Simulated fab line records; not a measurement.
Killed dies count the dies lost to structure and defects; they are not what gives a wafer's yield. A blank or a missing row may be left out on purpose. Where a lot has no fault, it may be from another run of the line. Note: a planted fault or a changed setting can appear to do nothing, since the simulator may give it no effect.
Chamber matching :: flow nand-harc :: 4 sister chambers for NHARC_A_CHANNEL_FILL_D2_STRIP_28 on rie-diel-01
The step strips in O2, time 20 s. 22 wafers are shown with their chamber, then 11 later ones without.

EACH WAFER AND ITS CHAMBER
wafer: L074.2
chamber: 3
showerhead-plenum-p-Torr (Torr): 3.69
drypump-motor-current-A (A): 6.1
throttle-valve-pct (%): 17.027

wafer: L074.3
chamber: 2
showerhead-plenum-p-Torr (Torr): 3.39
drypump-motor-current-A (A): 5.7
throttle-valve-pct (%): 17.029

wafer: L074.6
chamber: 0
showerhead-plenum-p-Torr (Torr): 3.63
drypump-motor-current-A (A): 5.3
throttle-valve-pct (%): 17.037

wafer: L077.2
chamber: 2
showerhead-plenum-p-Torr (Torr): 3.38
drypump-motor-current-A (A): 5.7
throttle-valve-pct (%): 17.041

wafer: L077.4
chamber: 0
showerhead-plenum-p-Torr (Torr): 3.63
drypump-motor-current-A (A): 5.4
throttle-valve-pct (%): 17.040

wafer: L077.5
chamber: 1
showerhead-plenum-p-Torr (Torr): 3.48
drypump-motor-current-A (A): 5.0
throttle-valve-pct (%): 17.034

wafer: L078.1
chamber: 0
showerhead-plenum-p-Torr (Torr): 3.63
drypump-motor-current-A (A): 5.3
throttle-valve-pct (%): 17.049

wafer: L078.3
chamber: 2
showerhead-plenum-p-Torr (Torr): 3.38
drypump-motor-current-A (A): 5.7
throttle-valve-pct (%): 17.040

wafer: L078.6
chamber: 0
showerhead-plenum-p-Torr (Torr): 3.63
drypump-motor-current-A (A): 5.3
throttle-valve-pct (%): 17.032

wafer: L080.1
chamber: 1
showerhead-plenum-p-Torr (Torr): 3.47
drypump-motor-current-A (A): 5.0
throttle-valve-pct (%): 17.031

wafer: L080.2
chamber: 3
showerhead-plenum-p-Torr (Torr): 3.69
drypump-motor-current-A (A): 6.1
throttle-valve-pct (%): 17.042

wafer: L080.4
chamber: 0
showerhead-plenum-p-Torr (Torr): 3.63
drypump-motor-current-A (A): 5.4
throttle-valve-pct (%): 17.053

wafer: L081.2
chamber: 3
showerhead-plenum-p-Torr (Torr): 3.69
drypump-motor-current-A (A): 6.1
throttle-valve-pct (%): 17.044

wafer: L081.3
chamber: 2
showerhead-plenum-p-Torr (Torr): 3.38
drypump-motor-current-A (A): 5.7
throttle-valve-pct (%): 17.031

wafer: L081.4
chamber: 0
showerhead-plenum-p-Torr (Torr): 3.63
drypump-motor-current-A (A): 5.4
throttle-valve-pct (%): 17.032

wafer: L085.2
chamber: 0
showerhead-plenum-p-Torr (Torr): 3.63
drypump-motor-current-A (A): 5.4
throttle-valve-pct (%): 17.039

wafer: L085.4
chamber: 2
showerhead-plenum-p-Torr (Torr): 3.38
drypump-motor-current-A (A): 5.7
throttle-valve-pct (%): 17.042

wafer: L085.5
chamber: 1
showerhead-plenum-p-Torr (Torr): 3.47
drypump-motor-current-A (A): 5.0
throttle-valve-pct (%): 17.041

wafer: L086.3
chamber: 3
showerhead-plenum-p-Torr (Torr): 3.69
drypump-motor-current-A (A): 6.2
throttle-valve-pct (%): 17.019

wafer: L086.5
chamber: 0
showerhead-plenum-p-Torr (Torr): 3.63
drypump-motor-current-A (A): 5.3
throttle-valve-pct (%): 17.047

wafer: L086.6
chamber: 3
showerhead-plenum-p-Torr (Torr): 3.69
drypump-motor-current-A (A): 6.1
throttle-valve-pct (%): 17.032

wafer: L087.1
chamber: 2
showerhead-plenum-p-Torr (Torr): 3.38
drypump-motor-current-A (A): 5.7
throttle-valve-pct (%): 17.047

SIGNATURES, as means of the wafers listed above
reading: showerhead-plenum-p-Torr
chamber 0: 3.6300
chamber 1: 3.4733
chamber 2: 3.3817
chamber 3: 3.6900
scatter within a chamber: 0.00289

reading: drypump-motor-current-A
chamber 0: 5.350
chamber 1: 5.000
chamber 2: 5.700
chamber 3: 6.120
scatter within a chamber: 0.0394

reading: throttle-valve-pct
chamber 0: 17.04113
chamber 1: 17.03533
chamber 2: 17.03833
chamber 3: 17.03280
scatter within a chamber: 0.00801
Rule: for each reading, subtract the chamber's mean from the wafer's reading, divide by that reading's scatter and square the result; add these up over the readings and take the root, which gives the wafer's distance from the chamber. If the next closest chamber is less than 2 further off than the closest, the wafer can't be placed; otherwise it belongs to the closest. The scatter is the square root of a quotient: the sum, over the shown wafers, of each reading's squared deviation from its chamber's mean, divided by wafers minus chambers.

WAFERS MISSING THEIR CHAMBER
wafer: L087.5
showerhead-plenum-p-Torr (Torr): 3.63
drypump-motor-current-A (A): 5.4
throttle-valve-pct (%): 17.022

wafer: L087.6
showerhead-plenum-p-Torr (Torr): 3.47
drypump-motor-current-A (A): 5.0
throttle-valve-pct (%): 17.049

wafer: L089.1
showerhead-plenum-p-Torr (Torr): 3.69
drypump-motor-current-A (A): 6.1
throttle-valve-pct (%): 17.035

wafer: L089.5
showerhead-plenum-p-Torr (Torr): 3.38
drypump-motor-current-A (A): 5.7
throttle-valve-pct (%): 17.055

wafer: L089.6
showerhead-plenum-p-Torr (Torr): 3.69
drypump-motor-current-A (A): 6.1
throttle-valve-pct (%): 17.039

wafer: L092.1
showerhead-plenum-p-Torr (Torr): 3.69
drypump-motor-current-A (A): 6.2
throttle-valve-pct (%): 17.034

wafer: L092.3
showerhead-plenum-p-Torr (Torr): 3.38
drypump-motor-current-A (A): 5.7
throttle-valve-pct (%): 17.026

wafer: L092.5
showerhead-plenum-p-Torr (Torr): 3.47
drypump-motor-current-A (A): 5.0
throttle-valve-pct (%): 17.038

wafer: L097.1
showerhead-plenum-p-Torr (Torr): 3.47
drypump-motor-current-A (A): 5.0
throttle-valve-pct (%): 17.031

wafer: L097.3
showerhead-plenum-p-Torr (Torr): 3.69
drypump-motor-current-A (A): 6.1
throttle-valve-pct (%): 17.051

wafer: L097.4
showerhead-plenum-p-Torr (Torr): 3.63
drypump-motor-current-A (A): 5.4
throttle-valve-pct (%): 17.048

THE CHAMBER EACH PASSED THROUGH
wafer: L087.5
from the rows above: 0
in truth: 0

wafer: L087.6
from the rows above: 1
in truth: 1

wafer: L089.1
from the rows above: 3
in truth: 3

wafer: L089.5
from the rows above: 2
in truth: 2

wafer: L089.6
from the rows above: 3
in truth: 3

wafer: L092.1
from the rows above: 3
in truth: 3

wafer: L092.3
from the rows above: 2
in truth: 2

wafer: L092.5
from the rows above: 1
in truth: 1

wafer: L097.1
from the rows above: 1
in truth: 1

wafer: L097.3
from the rows above: 3
in truth: 3

wafer: L097.4
from the rows above: 0
in truth: 0
11 of 11 placed correctly. Left unplaced by these rows: 0. Placed wrongly: 0.
